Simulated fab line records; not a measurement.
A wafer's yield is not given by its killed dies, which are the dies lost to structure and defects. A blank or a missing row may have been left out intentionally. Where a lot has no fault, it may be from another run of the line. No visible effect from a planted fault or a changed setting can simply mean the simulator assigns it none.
What tool caused it? / flow nand harc / 13 lots with 37 wafers sampled at 5 steps, on a route of 1302 steps

WHAT THE GAUGES READ, wafer by wafer
NHARC_A_CONTACT_CD_MEAS_15. Usual: cd nm 190.1 nm, standard deviation 0.75.
lot=L788; measured=day 22 23:20; on=cd sem-02; cd nm (nm)=190.6 190.8 190.7; flag=
lot=L786; measured=day 23 01:05; on=cd sem-02; cd nm (nm)=189.9 190.5 189.6; flag=
lot=L787; measured=day 23 07:44; on=cd sem-03; cd nm (nm)=191.4 190.3 189.9; flag=
lot=L791; measured=day 24 06:45; on=cd sem-01; cd nm (nm)=191.0 191.2 191.1; flag=
lot=L794; measured=day 24 21:04; on=cd sem-01; cd nm (nm)=190.3 191.0 190.1; flag=
lot=L793; measured=day 25 02:00; on=cd sem-01; cd nm (nm)=189.7 190.2 190.2; flag=
lot=L795; measured=day 26 10:39; on=cd sem-01; cd nm (nm)=190.2 190.1 189.9; flag=
lot=L796; measured=day 26 22:30; on=cd sem-02; cd nm (nm)=190.7 190.2 190.1; flag=
lot=L798; measured=day 27 08:47; on=cd sem-02; cd nm (nm)=189.9 189.9; flag=
lot=L800; measured=day 28 22:32; on=cd sem-03; cd nm (nm)=189.9 190.2; flag=
lot=L804; measured=day 30 16:08; on=cd sem-01; cd nm (nm)=190.0 190.0 189.8; flag=
lot=L808; measured=day 31 06:47; on=cd sem-02; cd nm (nm)=189.3 189.4 190.1; flag=
lot=L809; measured=day 31 20:09; on=cd sem-02; cd nm (nm)=189.4 190.0 189.7; flag=

NHARC_END_SORT_01. Usual: killed at array 61, standard deviation 24; killed at other 1.2, standard deviation 1.3; killed at periphery 3.7, standard deviation 2.6; killed dies 66, standard deviation 23; killed open 3.3, standard deviation 1.8; killed short 2.4, standard deviation 1.6.
lot=L800; measured=day 30 20:33; on=prober-01; killed at array=57 603; killed at other=3 3; killed at periphery=6 2; killed dies=66 608; killed open=1 3; killed short=2 2; flag=OFF

TOOL THAT RAN EACH LOT (tool first, then ch and the chambers of the sampled wafers, then the start)
lot=L788; NHARC_A_CONTACT_ETCH_88=rie diel-03 ch 0,1,2, day 22 20:01; NHARC_A_CONTACT_ETCH_89=rie diel-03 ch 0,1, day 22 20:13; NHARC_A_CONTACT_ETCH_136=har cap etch-02 ch 0,1, day 22 21:44
lot=L786; NHARC_A_CONTACT_ETCH_88=rie diel-03 ch 0,1, day 22 21:10; NHARC_A_CONTACT_ETCH_89=rie diel-03 ch 0,1, day 22 21:21; NHARC_A_CONTACT_ETCH_136=har cap etch-01 ch 1, day 22 23:01
lot=L787; NHARC_A_CONTACT_ETCH_88=rie diel-02 ch 0,2,3, day 23 04:04; NHARC_A_CONTACT_ETCH_89=rie diel-02 ch 0,2,3, day 23 04:14; NHARC_A_CONTACT_ETCH_136=har cap etch-01 ch 0,1, day 23 05:46
lot=L791; NHARC_A_CONTACT_ETCH_88=rie diel-02 ch 0,1,2, day 24 03:39; NHARC_A_CONTACT_ETCH_89=rie diel-02 ch 0,1,3, day 24 03:46; NHARC_A_CONTACT_ETCH_136=har cap etch-01 ch 0,1, day 24 05:10
lot=L794; NHARC_A_CONTACT_ETCH_88=rie diel-02 ch 2,3, day 24 17:58; NHARC_A_CONTACT_ETCH_89=rie diel-02 ch 0,3, day 24 18:04; NHARC_A_CONTACT_ETCH_136=har cap etch-01 ch 0,1, day 24 19:28
lot=L793; NHARC_A_CONTACT_ETCH_88=rie diel-04 ch 0,1,2, day 24 22:54; NHARC_A_CONTACT_ETCH_89=rie diel-04 ch 0,1, day 24 23:01; NHARC_A_CONTACT_ETCH_136=har cap etch-02 ch 1, day 25 00:25
lot=L795; NHARC_A_CONTACT_ETCH_88=rie diel-04 ch 0,3, day 26 07:32; NHARC_A_CONTACT_ETCH_89=rie diel-04 ch 0,2,3, day 26 07:38; NHARC_A_CONTACT_ETCH_136=har cap etch-01 ch 1, day 26 09:03
lot=L796; NHARC_A_CONTACT_ETCH_88=rie diel-04 ch 1,2, day 26 19:24; NHARC_A_CONTACT_ETCH_89=rie diel-04 ch 1,3, day 26 19:31; NHARC_A_CONTACT_ETCH_136=har cap etch-02 ch 1, day 26 20:55
lot=L798; NHARC_A_CONTACT_ETCH_88=rie diel-04 ch 0,2, day 27 05:40; NHARC_A_CONTACT_ETCH_89=rie diel-04 ch 0,2, day 27 05:45; NHARC_A_CONTACT_ETCH_136=har cap etch-02 ch 0,1, day 27 07:13
lot=L800; NHARC_A_CONTACT_ETCH_88=rie diel-04 ch 0,2, day 28 19:26; NHARC_A_CONTACT_ETCH_89=rie diel-04 ch 2, day 28 19:31; NHARC_A_CONTACT_ETCH_136=har cap etch-02 ch 0, day 28 20:56
lot=L804; NHARC_A_CONTACT_ETCH_88=rie diel-02 ch 0,1,2, day 30 13:00; NHARC_A_CONTACT_ETCH_89=rie diel-02 ch 2,3, day 30 13:05; NHARC_A_CONTACT_ETCH_136=har cap etch-02 ch 0,1, day 30 14:40
lot=L808; NHARC_A_CONTACT_ETCH_88=rie diel-04 ch 0,1,3, day 31 03:34; NHARC_A_CONTACT_ETCH_89=rie diel-04 ch 0,2,3, day 31 03:41; NHARC_A_CONTACT_ETCH_136=har cap etch-03 ch 0,1, day 31 05:05
lot=L809; NHARC_A_CONTACT_ETCH_88=rie diel-04 ch 0,2, day 31 16:58; NHARC_A_CONTACT_ETCH_89=rie diel-04 ch 2,3, day 31 17:04; NHARC_A_CONTACT_ETCH_136=har cap etch-03 ch 0,1, day 31 18:32
- NHARC_A_CONTACT_ETCH_88: etches the open film in CF4, target depth 39 nm, time 65 s.
- NHARC_A_CONTACT_ETCH_89: etches the open film in N2/H2, target depth 260 nm, time 475.3 s.
- NHARC_A_CONTACT_ETCH_136: etches the open film in C4F8/O2/Ar, time 311 s, target depth 1912 nm.

AS READ BY THE TOOLS THEMSELVES (means over the sampled wafers that have a number; for cases with no such wafer, the mark the record gives instead)
NHARC_A_CONTACT_ETCH_88. Usual: drypump motor current A 5.6 A, standard deviation 0.4; oes product au 0.998 a.u., standard deviation 0.015; rf vpp V 151.6 V, standard deviation 1.3; showerhead plenum p Torr 1.79 Torr, standard deviation 0.079; throttle valve pct 13.285 %, standard deviation 0.009.
lot=L788; tool=rie diel-03; drypump motor current A (A)=5.5; oes product au (a.u.)=0.996; rf vpp V (V)=152.2; showerhead plenum p Torr (Torr)=1.85; throttle valve pct (%)=13.290; flag=
lot=L786; tool=rie diel-03; drypump motor current A (A)=5.4; oes product au (a.u.)=0.974; rf vpp V (V)=152.8; showerhead plenum p Torr (Torr)=1.89; throttle valve pct (%)=13.290; flag=
lot=L787; tool=rie diel-02; drypump motor current A (A)=5.6; oes product au (a.u.)=1.010; rf vpp V (V)=151.6; showerhead plenum p Torr (Torr)=1.75; throttle valve pct (%)=13.287; flag=
lot=L791; tool=rie diel-02; drypump motor current A (A)=5.7; oes product au (a.u.)=0.999; rf vpp V (V)=152.1; showerhead plenum p Torr (Torr)=1.78; throttle valve pct (%)=13.280; flag=
lot=L794; tool=rie diel-02; drypump motor current A (A)=5.4; oes product au (a.u.)=1.005; rf vpp V (V)=152.2; showerhead plenum p Torr (Torr)=1.78; throttle valve pct (%)=13.283; flag=
lot=L793; tool=rie diel-04; drypump motor current A (A)=6.0; oes product au (a.u.)=0.998; rf vpp V (V)=151.9; showerhead plenum p Torr (Torr)=1.79; throttle valve pct (%)=13.290; flag=
lot=L795; tool=rie diel-04; drypump motor current A (A)=5.2; oes product au (a.u.)=1.004; rf vpp V (V)=150.5; showerhead plenum p Torr (Torr)=1.69; throttle valve pct (%)=13.285; flag=
lot=L796; tool=rie diel-04; drypump motor current A (A)=6.0; oes product au (a.u.)=0.991; rf vpp V (V)=152.1; showerhead plenum p Torr (Torr)=1.84; throttle valve pct (%)=13.285; flag=
lot=L798; tool=rie diel-04; drypump motor current A (A)=5.8; oes product au (a.u.)=1.002; rf vpp V (V)=151.2; showerhead plenum p Torr (Torr)=1.75; throttle valve pct (%)=13.274; flag=
lot=L800; tool=rie diel-04; drypump motor current A (A)=5.9; oes product au (a.u.)=1.003; rf vpp V (V)=150.9; showerhead plenum p Torr (Torr)=1.75; throttle valve pct (%)=13.290; flag=
lot=L804; tool=rie diel-02; drypump motor current A (A)=5.8; oes product au (a.u.)=1.004; rf vpp V (V)=152.2; showerhead plenum p Torr (Torr)=1.86; throttle valve pct (%)=13.286; flag=
lot=L808; tool=rie diel-04; drypump motor current A (A)=5.7; oes product au (a.u.)=0.998; rf vpp V (V)=150.5; showerhead plenum p Torr (Torr)=1.73; throttle valve pct (%)=13.287; flag=
lot=L809; tool=rie diel-04; drypump motor current A (A)=5.8; oes product au (a.u.)=0.996; rf vpp V (V)=151.7; showerhead plenum p Torr (Torr)=1.78; throttle valve pct (%)=13.282; flag=

NHARC_A_CONTACT_ETCH_89. Usual: drypump motor current A 5.6 A, standard deviation 0.41; oes product au 0.999 a.u., standard deviation 0.014; rf vpp V 431.2 V, standard deviation 2.8; showerhead plenum p Torr 2.06 Torr, standard deviation 0.1; throttle valve pct 14.172 %, standard deviation 0.0088.
lot=L788; tool=rie diel-03; drypump motor current A (A)=5.6; oes product au (a.u.)=0.985; rf vpp V (V)=434.1; showerhead plenum p Torr (Torr)=2.19; throttle valve pct (%)=14.174; flag=
lot=L786; tool=rie diel-03; drypump motor current A (A)=5.6; oes product au (a.u.)=0.990; rf vpp V (V)=435.2; showerhead plenum p Torr (Torr)=2.19; throttle valve pct (%)=14.169; flag=
lot=L787; tool=rie diel-02; drypump motor current A (A)=5.7; oes product au (a.u.)=1.000; rf vpp V (V)=430.2; showerhead plenum p Torr (Torr)=2.01; throttle valve pct (%)=14.180; flag=
lot=L791; tool=rie diel-02; drypump motor current A (A)=5.6; oes product au (a.u.)=1.005; rf vpp V (V)=430.6; showerhead plenum p Torr (Torr)=2.04; throttle valve pct (%)=14.167; flag=
lot=L794; tool=rie diel-02; drypump motor current A (A)=5.4; oes product au (a.u.)=0.990; rf vpp V (V)=429.5; showerhead plenum p Torr (Torr)=1.98; throttle valve pct (%)=14.172; flag=
lot=L793; tool=rie diel-04; drypump motor current A (A)=6.1; oes product au (a.u.)=1.002; rf vpp V (V)=429.3; showerhead plenum p Torr (Torr)=1.99; throttle valve pct (%)=14.158; flag=
lot=L795; tool=rie diel-04; drypump motor current A (A)=5.5; oes product au (a.u.)=0.998; rf vpp V (V)=429.4; showerhead plenum p Torr (Torr)=2.00; throttle valve pct (%)=14.173; flag=
lot=L796; tool=rie diel-04; drypump motor current A (A)=5.7; oes product au (a.u.)=0.989; rf vpp V (V)=431.1; showerhead plenum p Torr (Torr)=2.07; throttle valve pct (%)=14.168; flag=
lot=L798; tool=rie diel-04; drypump motor current A (A)=5.9; oes product au (a.u.)=0.923; rf vpp V (V)=429.3; showerhead plenum p Torr (Torr)=2.02; throttle valve pct (%)=14.168; flag=OFF
lot=L800; tool=rie diel-04; drypump motor current A (A)=5.6; oes product au (a.u.)=0.927; rf vpp V (V)=433.0; showerhead plenum p Torr (Torr)=2.12; throttle valve pct (%)=14.177; flag=OFF
lot=L804; tool=rie diel-02; drypump motor current A (A)=5.7; oes product au (a.u.)=1.015; rf vpp V (V)=431.2; showerhead plenum p Torr (Torr)=2.06; throttle valve pct (%)=14.175; flag=
lot=L808; tool=rie diel-04; drypump motor current A (A)=5.5; oes product au (a.u.)=0.997; rf vpp V (V)=428.9; showerhead plenum p Torr (Torr)=1.99; throttle valve pct (%)=14.171; flag=
lot=L809; tool=rie diel-04; drypump motor current A (A)=5.1; oes product au (a.u.)=0.992; rf vpp V (V)=430.0; showerhead plenum p Torr (Torr)=2.00; throttle valve pct (%)=14.173; flag=

THE ANSWER, worked out from the rows above alone
Rule: a lot is off if the mean of its wafers that have a number lies more than 3 standard deviations from the usual mean. Also off: a lot with no number at a reading for which 4 or more lots have one. All remaining lots with rows at the step are treated as sound. Order of review: gauges by route order, followed by the tools' own readings, for which a lot's mean as printed above is used. At the first step where some lot is off, the reading lying furthest off is the one used; lots without a number count as furthest.
Off, at NHARC_END_SORT_01 on killed dies: L800. Neither off nor sound, because the step has no rows for them: L788, L786, L787, L791, L794, L793, L795, L796, L798, L804, L808, L809.
If a tool, at a process step before that reading, ran all the lots that are off and no sound lot after the first of them, it fits. The gauges at NHARC_END_SORT_01 aren't tried: what is off there is off at NHARC_A_CONTACT_ETCH_89 too, on other tools, and a gauge's error can't cause that. Can't be told from this: 2 tools fit, rie diel-04 at NHARC_A_CONTACT_ETCH_88 and NHARC_A_CONTACT_ETCH_89, har cap etch-02 at NHARC_A_CONTACT_ETCH_136.

WHAT HAD BEEN PUT IN BY THE SIMULATOR
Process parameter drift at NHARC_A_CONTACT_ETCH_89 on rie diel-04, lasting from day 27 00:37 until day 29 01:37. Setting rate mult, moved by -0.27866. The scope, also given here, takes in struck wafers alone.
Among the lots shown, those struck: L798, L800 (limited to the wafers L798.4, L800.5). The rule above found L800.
